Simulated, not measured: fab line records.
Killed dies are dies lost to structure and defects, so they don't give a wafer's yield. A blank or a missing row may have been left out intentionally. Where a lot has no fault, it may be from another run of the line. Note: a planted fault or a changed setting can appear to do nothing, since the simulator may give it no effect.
The tool behind it: which one?	flow nand_harc	23 lots with 69 wafers sampled at 6 steps, on a route of 1302 steps

## WHAT THE GAUGES SHOWED, per wafer
NHARC_A_CONTACT_CD_MEAS_69: target cd 300 nm.
lot	measured	on	cd_nm (nm)
L075	day 22 09:37	cd_sem-02	298.6 299.1 298.2
L074	day 22 19:42	cd_sem-02	300.3 299.4 299.2
L077	day 22 16:49	cd_sem-02	298.6 299.2 299.3
L076	day 22 16:38	cd_sem-01	298.8 298.1 299.2
L078	day 23 19:59	cd_sem-01	299.3 299.2 300.0
L080	day 25 01:40	cd_sem-03	299.7 299.2 300.2
L079	day 24 14:19	cd_sem-02	298.3 299.6 299.5
L081	day 25 05:47	cd_sem-03	300.2 299.5 300.2
L083	day 25 17:36	cd_sem-02	299.8 299.9 299.7
L082	day 26 00:21	cd_sem-02	299.6 300.3 300.4
L085	day 26 09:04	cd_sem-02	299.4 299.0 299.9
L084	day 26 10:19	cd_sem-03	299.4 300.4 300.5
L087	day 26 20:51	cd_sem-02	300.2 299.6 299.5
L088	day 27 18:23	cd_sem-02	300.4 299.9 299.3
L089	day 27 19:20	cd_sem-03	300.5 299.9 299.9
L090	day 29 07:32	cd_sem-02	299.3 299.4 299.3
L091	day 29 05:40	cd_sem-03	300.3 299.7 299.6
L094	day 30 02:15	cd_sem-02	298.9 299.8 299.3
L092	day 30 02:37	cd_sem-02	299.8 299.9 299.7
L093	day 30 07:47	cd_sem-02	299.1 299.0 300.0
L096	day 31 03:36	cd_sem-01	299.1 300.0 299.5
L095	day 31 02:53	cd_sem-02	300.5 299.7 299.8
L097	day 31 10:42	cd_sem-01	299.1 299.8 300.4

## WHAT TOOL EACH LOT RAN ON (gives the tool, then ch and the chambers of the sampled wafers, and finally the start)
lot	NHARC_A_SGD_CUT_STRIP_17	NHARC_A_SGD_CUT_STRIP_28	NHARC_A_SLIT_ETCH_29	NHARC_A_WL_FILL_STRIP_29	NHARC_A_CONTACT_ETCH_121
L075	rie_diel-07 ch 0,2, day 20 11:36 or earlier	rie_diel-07 ch 1,3, day 20 11:36 or earlier	rie_diel-12 ch 2,3, day 20 11:36	rie_diel-03 ch 0,1,2, day 21 06:03	har_cap_etch-02 ch 0,1, day 21 23:18
L074	rie_diel-01 ch 2,3, day 20 18:56 or earlier	rie_diel-07 ch 0,1, day 20 18:56 or earlier	rie_diel-11 ch 0,1,3, day 20 18:56	rie_diel-06 ch 1,2, day 21 15:43	har_cap_etch-03 ch 0,1, day 22 10:50
L077	rie_diel-07 ch 0,1,3, day 20 07:28 or earlier	rie_diel-05 ch 1,2, day 20 07:28	rie_diel-11 ch 0,1,2, day 20 23:40	rie_diel-03 ch 1,2, day 21 15:44	har_cap_etch-02 ch 0,1, day 22 08:34
L076	rie_diel-01 ch 1,2,3, day 20 22:43 or earlier	rie_diel-07 ch 0,3, day 20 22:43 or earlier	rie_diel-11 ch 0,1, day 20 22:43	rie_diel-09 ch 0,1, day 21 15:41	har_cap_etch-03 ch 1, day 22 08:12
L078	rie_diel-01 ch 0,1, day 21 18:21 or earlier	rie_diel-01 ch 0,1,2, day 21 18:21 or earlier	rie_diel-12 ch 0,1,2, day 21 18:21	rie_diel-09 ch 1,3, day 22 20:01	har_cap_etch-03 ch 0,1, day 23 11:54
L080	rie_diel-05 ch 0,2,3, day 22 06:08 or earlier	rie_diel-05 ch 0,1,3, day 22 06:08	rie_diel-04 ch 0,2,3, day 22 20:41	rie_diel-09 ch 0,1,3, day 23 19:55	har_cap_etch-01 ch 0,1, day 24 15:25
L079	rie_diel-05 ch 0,3, day 22 16:53 or earlier	rie_diel-01 ch 0,1,3, day 22 16:53 or earlier	rie_diel-12 ch 1,2, day 22 16:53	rie_diel-09 ch 1,2, day 23 12:13	har_cap_etch-02 ch 0,1, day 24 04:07
L081	rie_diel-07 ch 1,3, day 23 06:06 or earlier	rie_diel-07 ch 0,1,2, day 23 06:06 or earlier	rie_diel-12 ch 0,1,2, day 23 06:06	rie_diel-03 ch 1,3, day 24 00:38	har_cap_etch-03 ch 0,1, day 24 22:48
L083	rie_diel-07 ch 0,1,3, day 23 23:01 or earlier	rie_diel-01 ch 0,1,3, day 23 23:01 or earlier	rie_diel-04 ch 1,2,3, day 23 23:01	rie_diel-09 ch 1,2,3, day 24 17:39	har_cap_etch-01 ch 0,1, day 25 09:35
L082	rie_diel-05 ch 0,1,3, day 23 12:14 or earlier	rie_diel-05 ch 0,3, day 23 12:14	rie_diel-04 ch 0,1,2, day 24 02:49	rie_diel-09 ch 0,2,3, day 24 22:17	har_cap_etch-03 ch 0,1, day 25 15:13
L085	rie_diel-01 ch 0,2,3, day 24 13:25 or earlier	rie_diel-05 ch 0,2,3, day 24 13:25 or earlier	rie_diel-11 ch 0,1,3, day 24 13:25	rie_diel-09 ch 0,1,2, day 25 09:10	har_cap_etch-03 ch 0,1, day 26 01:31
L084	rie_diel-07 ch 1,2, day 24 16:50 or earlier	rie_diel-01 ch 0,2,3, day 24 16:50 or earlier	rie_diel-11 ch 0,2,3, day 24 16:50	rie_diel-06 ch 1,3, day 25 09:11	har_cap_etch-01 ch 0,1, day 26 02:35
L087	rie_diel-07 ch 0,2,3, day 25 00:59 or earlier	rie_diel-07 ch 0,1,3, day 25 00:59 or earlier	rie_diel-04 ch 0,1,2, day 25 00:59	rie_diel-06 ch 0,1, day 25 19:32	har_cap_etch-01 ch 0,1, day 26 11:54
L088	rie_diel-05 ch 1,2,3, day 26 00:35 or earlier	rie_diel-07 ch 0,3, day 26 00:35 or earlier	rie_diel-04 ch 1,2,3, day 26 00:35	rie_diel-09 ch 2,3, day 26 20:02	har_cap_etch-02 ch 0,1, day 27 11:52
L089	rie_diel-01 ch 0,1,3, day 26 02:41 or earlier	rie_diel-01 ch 1,2, day 26 02:41 or earlier	rie_diel-11 ch 0,1, day 26 02:41	rie_diel-06 ch 0,1, day 26 20:01	har_cap_etch-01 ch 0,1, day 27 12:54
L090	rie_diel-07 ch 0,1,2, day 26 20:10 or earlier	rie_diel-05 ch 0,1,3, day 26 20:10	rie_diel-04 ch 0,1, day 27 10:22	rie_diel-03 ch 0,3, day 28 02:43	har_cap_etch-03 ch 0,1, day 28 18:56
L091	rie_diel-01 ch 0,1, day 27 07:39 or earlier	rie_diel-01 ch 1,2, day 27 07:39 or earlier	rie_diel-11 ch 0,1,3, day 27 07:39	rie_diel-06 ch 0,1,3, day 28 02:46	har_cap_etch-01 ch 0,1, day 28 18:29
L094	rie_diel-01 ch 0,1,2, day 28 04:02 or earlier	rie_diel-05 ch 0,2, day 28 04:02 or earlier	rie_diel-11 ch 1,3, day 28 04:02	rie_diel-09 ch 2,3, day 28 21:27	har_cap_etch-03 ch 0,1, day 29 17:41
L092	rie_diel-05 ch 0,1,3, day 28 02:01 or earlier	rie_diel-01 ch 1,2,3, day 28 02:01 or earlier	rie_diel-04 ch 0,1,3, day 28 02:01	rie_diel-09 ch 0,1,2, day 28 21:29	har_cap_etch-02 ch 0,1, day 29 17:50
L093	rie_diel-05 ch 0,1,2, day 27 15:01 or earlier	rie_diel-07 ch 0,3, day 27 15:01	rie_diel-11 ch 0,2,3, day 28 05:50	rie_diel-03 ch 1,2, day 29 02:43	har_cap_etch-03 ch 0,1, day 29 23:47
L096	rie_diel-05 ch 0,2, day 29 06:52 or earlier	rie_diel-07 ch 1,3, day 29 06:52 or earlier	rie_diel-11 ch 0,2,3, day 29 06:52	rie_diel-09 ch 0,1,3, day 30 01:54	har_cap_etch-01 ch 0,1, day 30 19:41
L095	rie_diel-05 ch 0,2,3, day 29 08:03 or earlier	rie_diel-05 ch 0,1,3, day 29 08:03 or earlier	rie_diel-04 ch 0,1,3, day 29 08:03	rie_diel-06 ch 0,2,3, day 30 01:53	har_cap_etch-03 ch 0,1, day 30 18:25
L097	rie_diel-07 ch 0,3, day 29 15:22 or earlier	rie_diel-05 ch 0,2,3, day 29 15:22 or earlier	rie_diel-11 ch 1,3, day 29 15:22	rie_diel-06 ch 0,1,3, day 30 12:19	har_cap_etch-03 ch 0,1, day 31 04:09
- NHARC_A_SGD_CUT_STRIP_17: strips in O2.
- NHARC_A_SGD_CUT_STRIP_28: strips in O2, time 20 s.
- NHARC_A_SLIT_ETCH_29: etches the open film in CF4/O2, target depth 100 nm, overetch 10 nm, time 55 s.
- NHARC_A_WL_FILL_STRIP_29: strips in O2, time 20 s.
- NHARC_A_CONTACT_ETCH_121: etches the open film in C4F8/O2/Ar, time 190 s, target depth 1850 nm.

## AS READ BY THE TOOLS THEMSELVES (means over the sampled wafers that have a number; for cases with no such wafer, the mark the record gives instead)
NHARC_A_SGD_CUT_STRIP_17.
lot	tool	drypump_motor_current_A (A)	oes_product_au (a.u.)	rf_vpp_V (V)	showerhead_plenum_p_Torr (Torr)	throttle_valve_pct (%)
L075	rie_diel-07	5.8	1.002	58.0	3.42	17.045
L074	rie_diel-01	5.6	0.991	58.2	3.40	17.036
L077	rie_diel-07	5.9	1.005	57.5	3.49	17.044
L076	rie_diel-01	5.7	0.993	57.7	3.48	17.031
L078	rie_diel-01	5.4	0.982	58.4	3.56	17.043
L080	rie_diel-05	5.5	0.995	57.8	3.55	17.039
L079	rie_diel-05	5.6	1.001	57.9	3.62	17.032
L081	rie_diel-07	6.1	1.004	58.4	3.60	17.026
L083	rie_diel-07	5.9	1.003	57.6	3.48	17.043
L082	rie_diel-05	5.5	0.995	58.1	3.49	17.033
L085	rie_diel-01	5.5	0.995	57.7	3.51	17.050
L084	rie_diel-07	6.1	0.999	58.2	3.65	17.031
L087	rie_diel-07	6.0	1.011	57.4	3.42	17.047
L088	rie_diel-05	5.2	0.994	57.9	3.48	17.038
L089	rie_diel-01	5.3	1.005	58.1	3.48	17.026
L090	rie_diel-07	6.0	0.998	57.9	3.53	17.045
L091	rie_diel-01	5.4	1.001	58.7	3.56	17.033
L094	rie_diel-01	5.6	1.007	57.0	3.59	17.035
L092	rie_diel-05	5.5	0.982	57.7	3.49	17.034
L093	rie_diel-05	5.4	0.986	56.9	3.42	17.029
L096	rie_diel-05	5.3	0.985	57.1	3.48	17.029
L095	rie_diel-05	5.4	0.989	57.6	3.54	17.037
L097	rie_diel-07	5.7	1.009	57.5	3.36	17.044

NHARC_A_SGD_CUT_STRIP_28.
lot	tool	drypump_motor_current_A (A)	oes_product_au (a.u.)	rf_vpp_V (V)	showerhead_plenum_p_Torr (Torr)	throttle_valve_pct (%)
L075	rie_diel-07	6.1	0.997	57.3	3.61	17.034
L074	rie_diel-07	5.9	1.005	58.0	3.60	17.037
L077	rie_diel-05	5.1	0.998	57.9	3.42	17.033
L076	rie_diel-07	5.8	0.999	57.6	3.37	17.032
L078	rie_diel-01	5.6	0.995	58.1	3.59	17.028
L080	rie_diel-05	5.6	0.993	57.7	3.50	17.038
L079	rie_diel-01	5.3	0.995	57.4	3.48	17.040
L081	rie_diel-07	6.0	1.004	57.8	3.53	17.037
L083	rie_diel-01	5.3	0.990	57.5	3.48	17.028
L082	rie_diel-05	5.7	1.003	57.9	3.55	17.034
L085	rie_diel-05	5.4	1.009	57.8	3.55	17.034
L084	rie_diel-01	5.5	0.999	57.0	3.51	17.034
L087	rie_diel-07	5.9	1.000	57.6	3.48	17.038
L088	rie_diel-07	5.7	1.018	56.4	3.36	17.047
L089	rie_diel-01	5.8	1.001	57.2	3.56	17.033
L090	rie_diel-05	5.5	0.995	57.6	3.49	17.030
L091	rie_diel-01	5.8	1.007	57.9	3.56	17.039
L094	rie_diel-05	5.3	0.984	57.7	3.48	17.035
L092	rie_diel-01	5.7	1.002	57.1	3.48	17.030
L093	rie_diel-07	5.8	1.003	56.9	3.36	17.036
L096	rie_diel-07	6.1	0.997	57.8	3.60	17.033
L095	rie_diel-05	5.5	0.987	58.1	3.49	17.035
L097	rie_diel-05	5.4	0.992	58.2	3.54	17.041

NHARC_A_SLIT_ETCH_29.
lot	tool	drypump_motor_current_A (A)	oes_product_au (a.u.)	rf_vpp_V (V)	showerhead_plenum_p_Torr (Torr)	throttle_valve_pct (%)
L075	rie_diel-12	5.2	0.990	197.7	1.36	13.399
L074	rie_diel-11	5.3	0.998	198.1	1.31	13.387
L077	rie_diel-11	5.4	1.004	197.4	1.34	13.418
L076	rie_diel-11	4.9	0.997	198.2	1.34	13.390
L078	rie_diel-12	5.5	0.987	198.6	1.36	13.403
L080	rie_diel-04	5.4	0.998	198.2	1.35	13.394
L079	rie_diel-12	5.2	0.997	198.2	1.35	13.395
L081	rie_diel-12	5.5	0.999	198.2	1.36	13.393
L083	rie_diel-04	5.5	1.000	197.2	1.31	13.405
L082	rie_diel-04	5.6	1.003	196.4	1.29	13.397
L085	rie_diel-11	5.3	1.008	198.3	1.31	13.397
L084	rie_diel-11	5.5	0.991	197.9	1.34	13.408
L087	rie_diel-04	5.5	1.008	196.1	1.29	13.392
L088	rie_diel-04	5.5	0.999	197.0	1.31	13.400
L089	rie_diel-11	4.9	0.995	198.2	1.34	13.396
L090	rie_diel-04	5.3	1.004	197.7	1.32	13.391
L091	rie_diel-11	5.3	1.011	197.2	1.31	13.395
L094	rie_diel-11	5.6	1.003	196.6	1.28	13.397
L092	rie_diel-04	5.3	1.004	198.0	1.35	13.395
L093	rie_diel-11	5.5	1.003	196.1	1.34	13.387
L096	rie_diel-11	5.5	1.000	197.5	1.34	13.393
L095	rie_diel-04	5.3	1.006	198.5	1.35	13.405
L097	rie_diel-11	5.4	1.007	197.1	1.28	13.393

NHARC_A_WL_FILL_STRIP_29.
lot	tool	drypump_motor_current_A (A)	oes_product_au (a.u.)	rf_vpp_V (V)	showerhead_plenum_p_Torr (Torr)	throttle_valve_pct (%)
L075	rie_diel-03	5.6	0.988	57.7	3.37	17.039
L074	rie_diel-06	5.9	0.993	58.5	3.70	17.028
L077	rie_diel-03	5.7	0.995	56.6	3.30	17.027
L076	rie_diel-09	6.0	1.002	57.6	3.59	17.031
L078	rie_diel-09	6.0	1.008	58.0	3.62	17.030
L080	rie_diel-09	6.0	0.998	57.9	3.60	17.038
L079	rie_diel-09	5.8	1.003	58.5	3.65	17.038
L081	rie_diel-03	5.6	0.989	57.9	3.35	17.036
L083	rie_diel-09	5.7	0.999	58.4	3.66	17.033
L082	rie_diel-09	5.8	1.002	58.2	3.64	17.041
L085	rie_diel-09	5.8	1.001	58.1	3.63	17.040
L084	rie_diel-06	6.1	1.013	57.8	3.41	17.020
L087	rie_diel-06	6.1	0.995	57.7	3.45	17.035
L088	rie_diel-09	5.8	1.002	58.5	3.68	17.034
L089	rie_diel-06	6.0	0.999	58.0	3.45	17.042
L090	rie_diel-03	5.9	0.991	57.3	3.44	17.035
L091	rie_diel-06	5.9	1.000	57.2	3.39	17.038
L094	rie_diel-09	5.5	1.001	58.3	3.70	17.041
L092	rie_diel-09	5.8	0.993	58.3	3.63	17.051
L093	rie_diel-03	5.7	1.004	57.3	3.29	17.038
L096	rie_diel-09	6.0	1.000	57.6	3.60	17.028
L095	rie_diel-06	5.6	1.000	58.2	3.48	17.041
L097	rie_diel-06	5.9	0.993	57.1	3.39	17.036

NHARC_A_CONTACT_ETCH_121.
lot	tool	oes_air_line_au (a.u.)
L075	har_cap_etch-02	0.984
L074	har_cap_etch-03	0.993
L077	har_cap_etch-02	1.002
L076	har_cap_etch-03	1.016
L078	har_cap_etch-03	0.983
L080	har_cap_etch-01	0.993
L079	har_cap_etch-02	0.983
L081	har_cap_etch-03	1.021
L083	har_cap_etch-01	1.005
L082	har_cap_etch-03	0.994
L085	har_cap_etch-03	0.984
L084	har_cap_etch-01	0.990
L087	har_cap_etch-01	0.982
L088	har_cap_etch-02	0.993
L089	har_cap_etch-01	1.004
L090	har_cap_etch-03	0.994
L091	har_cap_etch-01	0.995
L094	har_cap_etch-03	1.016
L092	har_cap_etch-02	0.990
L093	har_cap_etch-03	0.978
L096	har_cap_etch-01	1.013
L095	har_cap_etch-03	1.000
L097	har_cap_etch-03	0.999

## THE ANSWER, worked out from the rows above alone
Rule: usual is defined by the lots themselves. Put in order of their means at a reading, lots are off if they are a third of the lots or fewer, leave a main group of 4 or more, and stand apart from it by a gap of 3 or more times the standard deviation of the main group's means; of several such gaps the widest counts. A main group whose means are all the same, to the digits that the tables above print for the reading, isn't used. A lot without any number at a reading at which 4 lots or more have one is off too. Any other lot the step has rows for is counted as sound. The gauges are gone through in route order, then the tools' own readings, and for those a lot's mean is taken as printed above. At the first step where some lot is off, the reading lying furthest off is the one used; lots without a number count as furthest.
No lot is off at any reading shown: from this, nothing can be told.

## WHAT THE SIMULATOR HAD INSERTED
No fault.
